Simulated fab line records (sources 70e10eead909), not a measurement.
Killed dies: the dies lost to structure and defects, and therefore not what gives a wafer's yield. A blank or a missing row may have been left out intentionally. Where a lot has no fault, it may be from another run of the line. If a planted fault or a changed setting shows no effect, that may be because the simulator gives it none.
Matching of chambers | flow nand-harc | 3 sister chambers for NHARC_P_M1_DEP_33 on pecvd-04
The step deposits SiCN, target thk 30 nm. 6 wafers are shown with their chamber, then 9 later ones without.

WAFERS PAIRED WITH THEIR CHAMBERS
wafer  | chamber | heater-power-w (W) | chamber-pressure-Torr (Torr)
L091.3 | 0       | 578                | 3.003
L091.4 | 1       | 641                | 3.001
L091.6 | 2       | 664                | 3.006
L092.1 | 2       | 612                | 3.007
L092.4 | 1       | 660                | 2.998
L092.5 | 0       | 574                | 2.989

WAFERS WITHOUT THEIR CHAMBER
wafer  | heater-power-w (W) | chamber-pressure-Torr (Torr)
L093.4 | 634                | 2.998
L093.5 | 586                | 3.003
L093.6 | 595                | 3.000
L094.2 | 698                | 3.000
L094.3 | 621                | 2.993
L094.4 | 661                | 2.986
L095.1 | 667                | 3.002
L095.4 | 589                | 3.000
L095.6 | 656                | 3.005

CHAMBER TAKEN BY EACH
wafer  | from the rows above          | in truth
L093.4 | can't be placed: 1 or 2 or 0 | 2
L093.5 | can't be placed: 0 or 2 or 1 | 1
L093.6 | can't be placed: 0 or 2 or 1 | 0
L094.2 | can't be placed: 1 or 2      | 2
L094.3 | can't be placed: 1 or 0 or 2 | 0
L094.4 | can't be placed: 1 or 2 or 0 | 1
L095.1 | can't be placed: 1 or 2      | 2
L095.4 | can't be placed: 0 or 2 or 1 | 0
L095.6 | can't be placed: 2 or 1      | 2
Correctly placed: 0 of 9. These rows do not allow placing 9 (true chamber among the candidates in 9). Wrongly placed: 0.
How it was worked out, from the rows above alone: a wafer's distance from a chamber is the root of the sum, over the readings, of the square of ((its reading less the chamber's mean) divided by the reading's scatter). The wafer belongs to the nearest chamber; if the next one is less than 2 further off, it can't be placed. Each chamber's mean is taken over the wafers shown for it. The scatter: the root of (the sum of the squares of (reading less its chamber's mean) over the shown wafers, divided by (wafers less chambers)).
